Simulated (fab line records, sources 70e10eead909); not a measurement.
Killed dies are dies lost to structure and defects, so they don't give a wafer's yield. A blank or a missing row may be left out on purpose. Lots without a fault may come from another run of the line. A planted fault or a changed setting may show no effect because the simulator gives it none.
A struck lot beside a sound one | flow nand_harc | 15 steps out of a route of 1159
Sound: wafers L443.4, L443.5, L443.6. Struck: wafer L442.1. (L442.2, L442.3 of the same lot were not struck and are left out.) The cause comes at the end.
At each step with rows: each side's tool, then ch and its chambers, then its first start. Under that, the readings that differ: sound wafers | struck wafers | difference of the means | sigmas: that difference in standard deviations of wafers without a fault.
alike: readings whose means differ by less than 2 such deviations, and words and numbers that are the same on both sides. not compared: withheld readings, readings that some wafer has no value for, bounds like >300 that may hide the same value, and numbers for which the record gives no deviation and whose values overlap.
The two part at a step that has a row with sigmas, a row that says differs or no value, or rows on one side only. Numbers that don't overlap but have no deviation are shown without sigmas and don't part them. A reading that every wafer of one side lacks parts them only if that side has two wafers or more.

first, 1 step without rows for these wafers: NHARC_A_ONON_D1_DEP_03 (target thk 1000 nm).
NHARC_A_ONON_D1_THK_MEAS_05: measures by ellipsometry.
  sound on film_metro-01, day 10 22:15; struck on film_metro-02, day 10 22:06
  alike: thk_nm
then, 1 step without rows for these wafers: NHARC_A_ONON_D1_DEP_06 (target thk 1000 nm).
NHARC_A_ONON_D1_THK_MEAS_08: measures by ellipsometry.
  sound on film_metro-01, day 10 23:09; struck on film_metro-02, day 10 22:57
  alike: thk_nm
then, 1 step without rows for these wafers: NHARC_A_ONON_D1_DEP_09 (target thk 1000 nm).
NHARC_A_ONON_D1_THK_MEAS_11: measures by ellipsometry.
  sound on film_metro-01, day 11 00:01; struck on film_metro-02, day 10 23:50
  reading     | sound          | struck | difference | sigmas
  thk_nm (nm) | 1016 1016 1018 | 983    | -34        | -4
then, 1 step without rows for these wafers: NHARC_A_ONON_D1_DEP_12 (target thk 1000 nm).
NHARC_A_ONON_D1_THK_MEAS_14: measures by ellipsometry.
  sound on film_metro-02, day 11 00:53; struck on film_metro-01, day 11 00:43
  alike: thk_nm
then, 2 steps without rows for these wafers: NHARC_A_ONON_D1_ANNEAL_15 (time 3600 s); NHARC_A_ONON_D1_DEP_16 (target thk 1000 nm).
NHARC_A_ONON_D1_THK_MEAS_18: measures by ellipsometry.
  sound on film_metro-02, day 11 17:20; struck on film_metro-02, day 11 17:20
  alike: thk_nm
NHARC_A_ONON_D1_DEP_19: target thk 1000 nm.
  sound on pecvd_onon-01 ch 0, day 11 17:44; struck on pecvd_onon-04 ch 0, day 11 17:52
NHARC_A_ONON_D1_THK_MEAS_21: measures by ellipsometry.
  sound on film_metro-02, day 11 18:04; struck on film_metro-01, day 11 18:22
  reading     | sound        | struck | difference | sigmas
  thk_nm (nm) | 1000 998 999 | 1409   | +410       | +43
then, 1 step without rows for these wafers: NHARC_A_ONON_D1_DEP_22 (target thk 1000 nm).
-- the record jumps here: 12 days lie between the struck wafers' starts before and after (it left off in module A_ONON_D1 and takes up again in module END, whose first step shown is number 1159 of the route) --
NHARC_END_SORT_01:
  sound on prober-01 ch 0, day 23 22:36; struck on prober-01 ch 0, day 23 12:26
  reading         | sound | struck | difference | sigmas
  killed_at_array | 15    | 675    | +660       | +67
  killed_dies     | 17    | 677    | +660       | +66
  killed_open     | 0     | 4      | +4         | +2
  alike: killed_at_other, killed_at_periphery, killed_short

WHERE THEY PART
First at NHARC_A_ONON_D1_THK_MEAS_11; last, within this record, at NHARC_END_SORT_01.

WHY: what the simulator had put in
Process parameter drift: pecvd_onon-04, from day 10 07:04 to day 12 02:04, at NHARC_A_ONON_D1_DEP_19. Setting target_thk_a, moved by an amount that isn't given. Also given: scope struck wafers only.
